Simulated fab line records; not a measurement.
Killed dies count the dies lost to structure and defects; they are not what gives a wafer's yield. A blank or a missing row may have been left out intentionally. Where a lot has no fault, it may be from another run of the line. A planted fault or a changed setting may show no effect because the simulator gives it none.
Matching of chambers + flow n5Finfet + N5_BEOL_M9_PECVD_70 on pecvd-01: 3 sister chambers
The step deposits SiO2 from TEOS/O2, target thk 20 nm, time 22.7 s. 3 wafers are shown with their chamber, then 8 later ones without.

EACH WAFER AND ITS CHAMBER
| wafer  | chamber | throttleValvePct (%) |
|--------|---------|----------------------|
| L087.6 | 0       | 20.3                 |
| L089.4 | 2       | 21.8                 |
| L090.2 | 1       | 22.4                 |

WAFERS WITH NO CHAMBER GIVEN
| wafer  | throttleValvePct (%) |
|--------|----------------------|
| L090.4 | 22.3                 |
| L090.6 | 20.6                 |
| L091.1 | 20.6                 |
| L091.3 | 22.2                 |
| L091.6 | 22.2                 |
| L096.1 | 22.7                 |
| L096.2 | 22.5                 |
| L096.3 | 20.4                 |

WHICH CHAMBER EACH WENT THROUGH
| wafer  | from the rows above     | in truth                   |
|--------|-------------------------|----------------------------|
| L090.4 | can't be placed: 1 or 2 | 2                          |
| L090.6 | 0                       | 0                          |
| L091.1 | 0                       | 0                          |
| L091.3 | can't be placed: 1 or 2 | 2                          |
| L091.6 | can't be placed: 1 or 2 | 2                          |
| L096.1 | 1                       | 1                          |
| L096.2 | 1                       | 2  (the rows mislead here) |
| L096.3 | 0                       | 0                          |
Placed correctly: 4 of 8. Cannot be placed on the basis of these rows: 3; the candidates contain the true chamber in 3. Wrongly placed: 1.
How it was worked out, from the rows above alone: a wafer's distance from a chamber is the root of the sum, over the readings, of the square of ((its reading less the chamber's mean) divided by the reading's scatter). If the next closest chamber is less than 2 further off than the closest, the wafer can't be placed; otherwise it belongs to the closest. The mean given for a chamber averages the wafers shown for that chamber. The scatter (one wafer shown for each chamber): square how far every hidden wafer sits from the nearest shown wafer, average those squares and take the square root.
